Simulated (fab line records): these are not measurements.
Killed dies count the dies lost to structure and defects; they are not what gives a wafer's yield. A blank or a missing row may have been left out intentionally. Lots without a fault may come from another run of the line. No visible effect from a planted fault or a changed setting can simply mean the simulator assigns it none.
Split-lot study / flow n5Finfet / on a route of 1938 steps: 7 lots, 39 wafers read

== ABOUT THE SPLIT ==
At N5_FIN_SAQP_FIN_ETCH_36 (etches the open film in HBr/Cl2/O2, target depth 120 nm, time 50.4 s), the setting icpW was moved away from the recipe's 800 W on 15 of the 39 wafers read, by -17.6% to +17.8%. For the rest of the wafers, this setting stayed at what the recipe calls for.

== FROM THE SPLIT TO THE READING: what the file shows between them, 3 steps ==
- N5_FIN_SAQP_PRECLEAN_38: cleans in O3/DIW, time 45 s
- N5_FIN_SAQP_PRECLEAN_45: cleans in dHF, time 10 s
- N5_FIN_SAQP_SRD_39: time 30 s

== THE READING ==
trenchDepthNm, in nm, at N5_FIN_SAQP_OCD_MEAS_76. On this fab line, fault-free wafers typically give 120.6 nm with a standard deviation of 1.5 nm.

wafer=L074.1; tool, chamber at the split=rieSi-05, 1; icpW as run, W=659; against the recipe=-17.6%; trenchDepthNm, nm=108.3; against lot-mates on the recipe=-12.7
wafer=L074.2; tool, chamber at the split=rieSi-05, 2; icpW as run, W=659; against the recipe=-17.6%; trenchDepthNm, nm=109.4; against lot-mates on the recipe=-11.6
wafer=L074.3; tool, chamber at the split=rieSi-05, 3; icpW as run, W=659; against the recipe=-17.6%; trenchDepthNm, nm=111.6; against lot-mates on the recipe=-9.4
wafer=L074.4; tool, chamber at the split=rieSi-05, 0; icpW as run, W=800; against the recipe=recipe; trenchDepthNm, nm=122.1; against lot-mates on the recipe=-
wafer=L074.5; tool, chamber at the split=rieSi-05, 3; icpW as run, W=800; against the recipe=recipe; trenchDepthNm, nm=121.3; against lot-mates on the recipe=-
wafer=L074.6; tool, chamber at the split=rieSi-05, 2; icpW as run, W=800; against the recipe=recipe; trenchDepthNm, nm=119.7; against lot-mates on the recipe=-
wafer=L076.3; tool, chamber at the split=rieSi-03, 1; icpW as run, W=800; against the recipe=recipe; trenchDepthNm, nm=119.8; against lot-mates on the recipe=-
wafer=L076.4; tool, chamber at the split=rieSi-03, 3; icpW as run, W=800; against the recipe=recipe; trenchDepthNm, nm=120.3; against lot-mates on the recipe=-
wafer=L076.6; tool, chamber at the split=rieSi-03, 1; icpW as run, W=800; against the recipe=recipe; trenchDepthNm, nm=120.8; against lot-mates on the recipe=-
wafer=L082.1; tool, chamber at the split=rieSi-02, 0; icpW as run, W=800; against the recipe=recipe; trenchDepthNm, nm=122.3; against lot-mates on the recipe=-
wafer=L082.2; tool, chamber at the split=rieSi-02, 3; icpW as run, W=800; against the recipe=recipe; trenchDepthNm, nm=122.0; against lot-mates on the recipe=-
wafer=L082.3; tool, chamber at the split=rieSi-02, 2; icpW as run, W=926.1; against the recipe=+15.8%; trenchDepthNm, nm=132.6; against lot-mates on the recipe=+11.0
wafer=L082.4; tool, chamber at the split=rieSi-02, 1; icpW as run, W=926.1; against the recipe=+15.8%; trenchDepthNm, nm=128.8; against lot-mates on the recipe=+7.2
wafer=L082.5; tool, chamber at the split=rieSi-02, 2; icpW as run, W=926.1; against the recipe=+15.8%; trenchDepthNm, nm=131.8; against lot-mates on the recipe=+10.2
wafer=L082.6; tool, chamber at the split=rieSi-02, 1; icpW as run, W=800; against the recipe=recipe; trenchDepthNm, nm=120.4; against lot-mates on the recipe=-
wafer=L084.1; tool, chamber at the split=rieSi-05, 3; icpW as run, W=898.6; against the recipe=+12.3%; trenchDepthNm, nm=126.5; against lot-mates on the recipe=+7.6
wafer=L084.2; tool, chamber at the split=rieSi-05, 1; icpW as run, W=800; against the recipe=recipe; trenchDepthNm, nm=118.7; against lot-mates on the recipe=-
wafer=L084.3; tool, chamber at the split=rieSi-05, 0; icpW as run, W=898.6; against the recipe=+12.3%; trenchDepthNm, nm=127.6; against lot-mates on the recipe=+8.7
wafer=L084.4; tool, chamber at the split=rieSi-05, 2; icpW as run, W=800; against the recipe=recipe; trenchDepthNm, nm=119.3; against lot-mates on the recipe=-
wafer=L084.5; tool, chamber at the split=rieSi-05, 2; icpW as run, W=800; against the recipe=recipe; trenchDepthNm, nm=118.6; against lot-mates on the recipe=-
wafer=L084.6; tool, chamber at the split=rieSi-05, 3; icpW as run, W=898.6; against the recipe=+12.3%; trenchDepthNm, nm=127.4; against lot-mates on the recipe=+8.5
wafer=L087.1; tool, chamber at the split=rieSi-03, 3; icpW as run, W=942; against the recipe=+17.8%; trenchDepthNm, nm=129.3; against lot-mates on the recipe=+9.0
wafer=L087.2; tool, chamber at the split=rieSi-03, 2; icpW as run, W=800; against the recipe=recipe; trenchDepthNm, nm=119.3; against lot-mates on the recipe=-
wafer=L087.3; tool, chamber at the split=rieSi-03, 1; icpW as run, W=942; against the recipe=+17.8%; trenchDepthNm, nm=130.0; against lot-mates on the recipe=+9.7
wafer=L087.4; tool, chamber at the split=rieSi-03, 0; icpW as run, W=800; against the recipe=recipe; trenchDepthNm, nm=121.4; against lot-mates on the recipe=-
wafer=L087.5; tool, chamber at the split=rieSi-03, 0; icpW as run, W=800; against the recipe=recipe; trenchDepthNm, nm=120.3; against lot-mates on the recipe=-
wafer=L087.6; tool, chamber at the split=rieSi-03, 1; icpW as run, W=942; against the recipe=+17.8%; trenchDepthNm, nm=129.6; against lot-mates on the recipe=+9.3
wafer=L092.1; tool, chamber at the split=rieSi-02, 0; icpW as run, W=800; against the recipe=recipe; trenchDepthNm, nm=122.7; against lot-mates on the recipe=-
wafer=L092.2; tool, chamber at the split=rieSi-02, 3; icpW as run, W=800; against the recipe=recipe; trenchDepthNm, nm=121.8; against lot-mates on the recipe=-
wafer=L092.3; tool, chamber at the split=rieSi-02, 2; icpW as run, W=800; against the recipe=recipe; trenchDepthNm, nm=123.2; against lot-mates on the recipe=-
wafer=L092.4; tool, chamber at the split=rieSi-02, 1; icpW as run, W=800; against the recipe=recipe; trenchDepthNm, nm=120.2; against lot-mates on the recipe=-
wafer=L092.5; tool, chamber at the split=rieSi-02, 3; icpW as run, W=800; against the recipe=recipe; trenchDepthNm, nm=120.4; against lot-mates on the recipe=-
wafer=L092.6; tool, chamber at the split=rieSi-02, 0; icpW as run, W=800; against the recipe=recipe; trenchDepthNm, nm=122.7; against lot-mates on the recipe=-
wafer=L095.1; tool, chamber at the split=rieSi-05, 0; icpW as run, W=755.4; against the recipe=-5.6%; trenchDepthNm, nm=118.5; against lot-mates on the recipe=-1.2
wafer=L095.2; tool, chamber at the split=rieSi-05, 3; icpW as run, W=755.4; against the recipe=-5.6%; trenchDepthNm, nm=116.2; against lot-mates on the recipe=-3.5
wafer=L095.3; tool, chamber at the split=rieSi-05, 1; icpW as run, W=755.4; against the recipe=-5.6%; trenchDepthNm, nm=114.8; against lot-mates on the recipe=-4.9
wafer=L095.4; tool, chamber at the split=rieSi-05, 2; icpW as run, W=800; against the recipe=recipe; trenchDepthNm, nm=119.3; against lot-mates on the recipe=-
wafer=L095.5; tool, chamber at the split=rieSi-05, 3; icpW as run, W=800; against the recipe=recipe; trenchDepthNm, nm=119.7; against lot-mates on the recipe=-
wafer=L095.6; tool, chamber at the split=rieSi-05, 0; icpW as run, W=800; against the recipe=recipe; trenchDepthNm, nm=120.2; against lot-mates on the recipe=-

THE FIT
A straight line over all 39 wafers: trenchDepthNm changes by +0.589 nm for each +1% of icpW; r = +0.97; the points scatter about the line by 1.4 nm.
The same after taking each lot's own level away (the mean of its wafers on the recipe; 39 wafers): +0.601 nm for each +1%; r = +0.98; scatter 1.1 nm.
That fit puts the effect of the largest move of icpW on the reading at 11 nm.
The span of the lots' own levels, 118.87 to 121.83 nm, comes to 2.0 times the standard deviation stated above.
Consequently the slope shifts little with the lot-to-lot level, the two slopes agreeing.
Check: for one of the wafers moved furthest among these (+17.8%), held out of the fit, the line's prediction against its lot-mates is +10.8 nm. Against them it came out at +8.97 nm.
Tool readings at the split's step, against how far the setting was moved: oesProductAu r = +0.92.

== THE WHOLE CHAIN: every reading that the file lists as answering this split, in the file's order ==
step=N5_FIN_SAQP_FIN_ETCH_36; what it does=etches the open film in HBr/Cl2/O2, target depth 120 nm, time 50.4 s; reading=oesProductAu; change (the file's fit)=+0.004 a.u. for each +1% of the setting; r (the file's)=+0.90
step=N5_FIN_SAQP_FIN_ETCH_36; what it does=etches the open film in HBr/Cl2/O2, target depth 120 nm, time 50.4 s; reading=FIN_SAQP.featureDepthNm (the simulator's own value, which no gauge read); change (the file's fit)=+0.597 nm for each +1% of the setting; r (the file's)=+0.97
step=N5_FIN_SAQP_FIN_ETCH_36; what it does=etches the open film in HBr/Cl2/O2, target depth 120 nm, time 50.4 s; reading=etch.depthNm (the simulator's own value, which no gauge read); change (the file's fit)=+0.598 nm for each +1% of the setting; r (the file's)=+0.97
step=N5_FIN_SAQP_OCD_MEAS_76; what it does=; reading=trenchDepthNm; change (the file's fit)=+0.598 nm for each +1% of the setting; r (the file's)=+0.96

== FILE'S OWN FIT ==
trenchDepthNm changes by +0.598 nm for each +1% of icpW, r = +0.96.
